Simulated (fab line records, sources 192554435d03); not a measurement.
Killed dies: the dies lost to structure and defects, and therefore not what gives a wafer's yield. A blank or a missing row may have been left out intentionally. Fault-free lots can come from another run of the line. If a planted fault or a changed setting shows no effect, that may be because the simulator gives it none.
Problem report in the 8D (eight disciplines) form, filled by code | flow n5Finfet | the parts of the form that need people (team, actions taken, sign-off) are left out

== 1. WHAT IS WRONG ==
At N5_BEOL_M11_CMP_52, timeToEndpointS averages 36 s over 2 wafers from 2 lots, while fault-free wafers read 67 s, standard deviation 3.9. That puts it -7.9 standard deviations away from the usual mean.
The step: polishes, stops on SiCOH lowk, t overpolish 7 s, target thk 140 nm.
Seen first at day 13 11:23 on cmp-02, wafer L178.4. The record holds 33 wafers of 12 lots with a number at this step. The rule behind "out" and "out of limits": a value lying over 4 standard deviations away from the usual mean. All remaining wafers that have a number are taken as sound.

== 2. WHAT THIS IS AND IS NOT ==
question                    | is                | is not
which readings at this step | timeToEndpointS   | motorCurrentA
which lots                  | L178, L181        | L170, L171, L172, L173, L175, L176, L177, L190, L192, L193
which wafers of those lots  | L178.4, L181.4    | L178.2, L178.5, L181.3, L181.5
read on which tools         | cmp-02            | cmp-01, cmp-04
when                        | from day 13 11:23 | up to then (20 sound wafers); but 11 sound wafers of L181, L190, L192, L193 came after

== 3. THE SUSPECTS, EACH WITH WHAT RULES IT OUT ==
Counting: if a tool at a process step up to the reading ran every lot that is out, it stays a suspect. Sound lots after the first of them don't rule it out here, since some wafers of a struck lot are sound.
- rieDiel-06 at N5_BEOL_M11_STRIP_77 (strips in N2/H2, time 10 s): kept. Every lot that is out went through it, the first being L178 (day 13 10:02); the last sound lot it ran before that was L177 (day 12 16:01). With no start given for some of its lots, N5_BEOL_M11_STRIP_77 uses the hours and lot order of N5_BEOL_M11_PRE_CLEAN_45.
- pvdSputter-01 at N5_BEOL_M11_PRE_CLEAN_45 (time 30 s): kept. Every lot that is out went through it, the first being L178 (day 13 10:02); the last sound lot it ran before that was L176 (day 12 14:41).
- ecdCu-01 at N5_BEOL_M11_ECD_50 (material Cu, target thk 318 nm): kept. Every lot that is out went through it, the first being L178 (day 13 10:47); the last sound lot it ran before that was L177 (day 12 16:55).
- cmp-02 at N5_BEOL_M11_CMP_52 (polishes, stops on SiCOH lowk, t overpolish 7 s, target thk 140 nm): kept. Every lot that is out went through it, the first being L178 (day 13 11:23); the last sound lot it ran before that was L177 (day 12 17:19). On those wafers its own readings are out: timeToEndpointS.
- In rieDiel-06 at N5_BEOL_M11_STRIP_77, the wafers that are out were processed in chamber 2 and their sound lot-mates in chambers 0, 1, 3.
Left after counting: rieDiel-06 at N5_BEOL_M11_STRIP_77, pvdSputter-01 at N5_BEOL_M11_PRE_CLEAN_45, ecdCu-01 at N5_BEOL_M11_ECD_50, cmp-02 at N5_BEOL_M11_CMP_52.

== 4. THE CAUSE (what the simulator had put in) ==
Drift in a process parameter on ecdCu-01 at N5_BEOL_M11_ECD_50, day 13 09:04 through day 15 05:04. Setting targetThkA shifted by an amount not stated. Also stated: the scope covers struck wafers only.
4 suspects survive the count, and this tool is in that group.

== 5. THE CHAIN OF EFFECTS, in route order ==
Each row: a reading whose mean over the struck wafers that have a number lies more than 3 standard deviations from the usual. Only readings for which the record gives a usual standard deviation are gone through. hours: the time from each lot's start at the first step in this table that gives one to its start at this step, as a median over the lots. sigmas: the change in usual standard deviations.
hours | step               | reading         | usual | on struck wafers | change | sigmas
0     | N5_BEOL_M11_CMP_52 | timeToEndpointS | 67 s  | 36               | -31    | -7.9
Process steps it contains:
- N5_BEOL_M11_CMP_52: polishes, stops on SiCOH lowk, t overpolish 7 s, target thk 140 nm.
Later measuring or inspecting steps at which every struck wafer that the step has a row for has a number for every such reading, and none has moved that far: N5_BEOL_M11_INSPECT_58.

== 6. WHAT WOULD HAVE CAUGHT IT SOONER ==
First out-of-limits reading in this record: day 13 11:23, which is 2 hours after fault onset at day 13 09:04.
Of the lots that are out (2), L181 began N5_BEOL_M11_ECD_50 on ecdCu-01 after day 13 11:23. A hold on the tool at that time would have spared it.
